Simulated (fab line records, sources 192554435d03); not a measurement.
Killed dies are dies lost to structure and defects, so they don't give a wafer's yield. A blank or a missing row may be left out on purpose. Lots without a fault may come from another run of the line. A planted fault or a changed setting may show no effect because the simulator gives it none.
One fault seen from 2 desks | flow n5_finfet | each desk has only its own numbers; what lay behind them comes last

THE METROLOGY DESK
What the gauges read, lot by lot, whatever tool the lot ran on: means of the sampled wafers that have a number. A lot is out of limits, marked OUT, if its mean lies more than 4 standard deviations from the usual mean; the brackets give that distance. Of its 10 readings 7 are shown: those that lie furthest out on some lot.
Columns: A = DIBL_N at N5_BEOL_M4_RC_MEAS_101, usual 36.3 mV/V; B = DIBL_P at N5_BEOL_M4_RC_MEAS_101, usual 36.5 mV/V; C = IOFF_N at N5_BEOL_M4_RC_MEAS_101, usual 0.16 nA/um; D = IOFF_P at N5_BEOL_M4_RC_MEAS_101, usual 0.22 nA/um; E = ION_N at N5_BEOL_M4_RC_MEAS_101, usual 677 uA/um; F = ION_P at N5_BEOL_M4_RC_MEAS_101, usual 466 uA/um; G = VT_N at N5_BEOL_M4_RC_MEAS_101, usual 249 mV
lot  | first seen here | A    | B    | C    | D    | E   | F   | G
L813 | day 8 19:02     | 35.3 | 35.4 | 0.15 | 0.22 | 673 | 470 | 250
L816 | day 9 09:10     | 36.3 | 37.2 | 0.16 | 0.21 | 673 | 459 | 250
L819 | day 10 13:41    | 38.4 | 38.3 | 0.20 | 0.25 | 685 | 468 | 246
L818 | day 10 15:43    | 38.2 | 38.5 | 0.19 | 0.24 | 694 | 465 | 247
L831 | day 12 17:35    | 35.5 | 35.8 | 0.16 | 0.21 | 677 | 467 | 248
L834 | day 13 19:41    | 32.8 | 32.8 | 0.11 | 0.16 | 654 | 455 | 255
L836 | day 14 01:23    | 35.5 | 37.0 | 0.17 | 0.23 | 680 | 468 | 248
L835 | day 14 04:28    | 36.2 | 36.9 | 0.16 | 0.24 | 682 | 470 | 248
This desk's finding: nothing out of limits on any of the 8 lots.

THE TOOL OWNER'S DESK: litho_track-03
The tool's own readings at N5_MOL_CONTACT_COAG_COAT_34 (resist thk 40 nm): means of the sampled wafers that have a number, for each lot that ran on this tool. A lot is out of limits, marked OUT, if its mean lies more than 4 standard deviations from the usual mean; the brackets give that distance.
Columns: A = spin_speed_rpm at N5_MOL_CONTACT_COAG_COAT_34, usual 1500.0 rpm
lot  | first seen here | A
L813 | day 5 06:01     | 1499.7
L816 | day 5 21:53     | 1500.8
L818 | day 6 12:04     | 1572.0 (+65) OUT
L819 | day 6 21:30     | 1571.8 (+65) OUT
L831 | day 9 15:50     | 1498.0
This desk's finding: out of limits on L818, L819; first on L818, day 6 12:04 (spin_speed_rpm at N5_MOL_CONTACT_COAG_COAT_34). In limits: L813, L816, L831.

PUT TOGETHER
The tool owner's desk could have raised an alarm at day 6 12:04, on L818, L819.
The metrology desk saw nothing out of limits.
The metrology desk has L818, L819 on record, within its limits.
Of the lots named, all ran N5_MOL_CONTACT_COAG_COAT_34 on litho_track-03.

WHAT THE SIMULATOR HAD PUT IN
Process parameter drift: litho_track-03, from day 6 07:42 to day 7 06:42, at N5_MOL_CONTACT_COAG_COAT_34. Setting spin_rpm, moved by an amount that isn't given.
Lots struck among those shown: L818, L819.
Hours from the fault's start to each desk's first reading out of limits: the tool owner's desk, 4.
